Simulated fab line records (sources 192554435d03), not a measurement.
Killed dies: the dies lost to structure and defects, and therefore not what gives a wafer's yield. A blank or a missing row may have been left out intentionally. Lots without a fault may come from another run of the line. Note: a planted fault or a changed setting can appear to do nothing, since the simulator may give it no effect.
Chamber matching -- flow n5 finfet -- rie diel-01 running N5_BEOL_M11_STRIP_36: 4 sister chambers
The step strips in N2/H2. 18 wafers are shown with their chamber, then 9 later ones without.

EACH WAFER AND ITS CHAMBER
wafer,chamber,drypump motor current A (A),throttle valve pct (%),oes product au (a.u.)
L074.1,0,6.0,23.7,0.72
L074.3,3,6.3,23.6,0.75
L074.6,1,5.7,23.7,0.67
L077.2,2,5.6,23.3,0.87
L077.3,0,6.0,23.6,0.72
L077.6,3,6.3,23.6,0.74
L076.4,0,6.0,23.7,0.72
L076.5,3,6.3,23.5,0.74
L076.6,2,5.6,23.3,0.85
L082.3,3,6.4,23.6,0.72
L082.5,0,6.1,23.6,0.71
L082.6,3,6.3,23.6,0.72
L083.2,0,6.0,23.7,0.71
L083.3,1,5.7,23.3,0.96
L083.5,2,5.6,23.3,0.84
L085.1,3,6.3,23.6,0.74
L085.4,2,5.6,23.4,0.83
L085.5,0,6.1,23.7,0.72

SIGNATURES, as means of the wafers listed above
reading,chamber 0,chamber 1,chamber 2,chamber 3,scatter within a chamber
drypump motor current A,6.033,5.700,5.600,6.317,0.0393
throttle valve pct,23.667,23.500,23.325,23.583,0.0883
oes product au,0.7167,0.8150,0.8475,0.7350,0.0559
Rule: for a wafer and a chamber, the distance is found by dividing, reading by reading, the gap between the wafer's reading and the chamber's mean by the reading's scatter, squaring, summing and taking the root. The wafer belongs to the nearest chamber; if the next one is less than 2 further off, it can't be placed. How the scatter is found: for the shown wafers, subtract from each reading the mean of its chamber, square and add these, divide the total by (wafers less chambers), then take the root.

WAFERS MISSING THEIR CHAMBER
wafer,drypump motor current A (A),throttle valve pct (%),oes product au (a.u.)
L087.1,6.0,23.7,0.70
L087.5,5.6,23.3,0.81
L087.6,5.7,23.3,0.90
L097.3,6.0,23.7,0.69
L097.4,6.4,23.6,0.70
L097.5,6.0,23.7,0.69
L096.2,6.1,23.7,0.69
L096.4,5.6,23.4,0.81
L096.5,5.6,23.4,0.81

THE CHAMBER EACH PASSED THROUGH
wafer,from the rows above,in truth
L087.1,0,0
L087.5,2,2
L087.6,can't be placed: 2 or 1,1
L097.3,0,0
L097.4,3,3
L097.5,0,0
L096.2,0,0
L096.4,can't be placed: 2 or 1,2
L096.5,can't be placed: 2 or 1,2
6 of 9 placed correctly. From these rows, 3 cannot be placed; in 3 the true chamber is one of the candidates. 0 placed wrongly.
